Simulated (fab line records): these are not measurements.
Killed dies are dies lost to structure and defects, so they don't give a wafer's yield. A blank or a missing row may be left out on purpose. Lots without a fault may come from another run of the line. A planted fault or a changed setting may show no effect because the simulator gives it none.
Which tool was responsible? | flow n5 finfet | 7 lots, 21 wafers sampled, at 5 steps of a route of 1938

== WHAT EACH GAUGE READ, for each wafer ==
N5_BEOL_M0_SAQP_CD_MEAS_25: the cd target is 13.1 nm.
lot  | measured     | on        | cd nm (nm)
L796 | day 6 08:20  | cd sem-01 | 12.65 12.80 12.82
L802 | day 7 20:20  | cd sem-01 | - - -
L806 | day 9 07:34  | cd sem-01 | 12.80 13.04 13.26
L809 | day 9 17:29  | cd sem-02 | 12.91 12.85 12.83
L811 | day 10 00:08 | cd sem-02 | 12.80 12.87 12.77
L813 | day 10 17:46 | cd sem-01 | 12.91 12.84 12.94
L815 | day 11 02:43 | cd sem-03 | 12.45 12.99 12.82

== WHAT TOOL EACH LOT RAN ON (gives the tool, then ch and the chambers of the sampled wafers, and finally the start) ==
lot  | N5_MOL_CONTACT_COAG_CMP_52    | N5_BEOL_M0_SAQP_ETCH_83            | N5_BEOL_M0_SAQP_ETCH_84            | N5_BEOL_M0_SAQP_MANDREL_ETCH_20
L796 | cmp-01 ch 0,1,3, day 6 00:19  | rie diel-06 ch 1,3, day 6 06:48    | rie diel-06 ch 1,3, day 6 06:51    | rie si-02 ch 1,3, day 6 07:02
L802 | cmp-02 ch 0,1,2, day 7 12:43  | rie diel-06 ch 1,2,3, day 7 18:44  | rie diel-06 ch 1,2,3, day 7 18:47  | rie si-05 ch 1,2,3, day 7 18:59
L806 | cmp-01 ch 0,2,3, day 8 23:49  | rie diel-01 ch 0,1,2, day 9 05:43  | rie diel-01 ch 0,1,2, day 9 05:46  | rie si-01 ch 1,2,3, day 9 05:57
L809 | cmp-03 ch 0,1, day 9 11:03    | rie diel-03 ch 1,2,3, day 9 15:46  | rie diel-03 ch 1,2,3, day 9 15:49  | rie si-02 ch 0,1,2, day 9 16:00
L811 | cmp-01 ch 0,1,2, day 9 17:52  | rie diel-03 ch 0,2,3, day 9 22:34  | rie diel-03 ch 0,2,3, day 9 22:37  | rie si-02 ch 0,1,3, day 9 22:49
L813 | cmp-03 ch 0,2,3, day 10 10:50 | rie diel-06 ch 0,1,2, day 10 16:14 | rie diel-06 ch 0,1,2, day 10 16:17 | rie si-05 ch 0,1,3, day 10 16:28
L815 | cmp-02 ch 0,1,2, day 10 19:51 | rie diel-01 ch 0,2,3, day 11 00:57 | rie diel-01 ch 0,2,3, day 11 01:00 | rie si-02 ch 0,3, day 11 01:11
- N5_MOL_CONTACT_COAG_CMP_52: polishes, stops on SiO2, t overpolish 1.5 s, target thk 66.5 nm.
- N5_BEOL_M0_SAQP_ETCH_83: etches SiARC in CF4, target depth 39 nm, time 65 s.
- N5_BEOL_M0_SAQP_ETCH_84: etches SOC in N2/H2, target depth 100 nm, overetch 20 nm, time 150 s.
- N5_BEOL_M0_SAQP_MANDREL_ETCH_20: etches a-Si in HBr/Cl2, stops on SiNx, target depth 60 nm, bt time 10 s, time 30 s.

== THE ANSWER, worked out from the rows above alone ==
Rule: what is usual is taken from the lots themselves. Put in order of their means at a reading, lots are off if they are a third of the lots or fewer, leave a main group of 4 or more, and stand apart from it by a gap of 3 or more times the standard deviation of the main group's means; of several such gaps the widest counts. If all means in a main group match to the digits the tables above print for the reading, that group is not used. A lot without any number at a reading at which 4 lots or more have one is off too. Where the step has rows for the other lots, those lots are counted as sound.
Off, at N5_BEOL_M0_SAQP_CD_MEAS_25 on cd nm: L802. Without a number there: L802. For the main group the mean is 12.85 nm and the standard deviation 0.096.
If a tool, at a process step before that reading, ran all the lots that are off and no sound lot after the first of them, it fits. The gauges at N5_BEOL_M0_SAQP_CD_MEAS_25 are tried like those tools. Not one of the candidates tried fits.

== WHAT THE SIMULATOR HAD PUT IN ==
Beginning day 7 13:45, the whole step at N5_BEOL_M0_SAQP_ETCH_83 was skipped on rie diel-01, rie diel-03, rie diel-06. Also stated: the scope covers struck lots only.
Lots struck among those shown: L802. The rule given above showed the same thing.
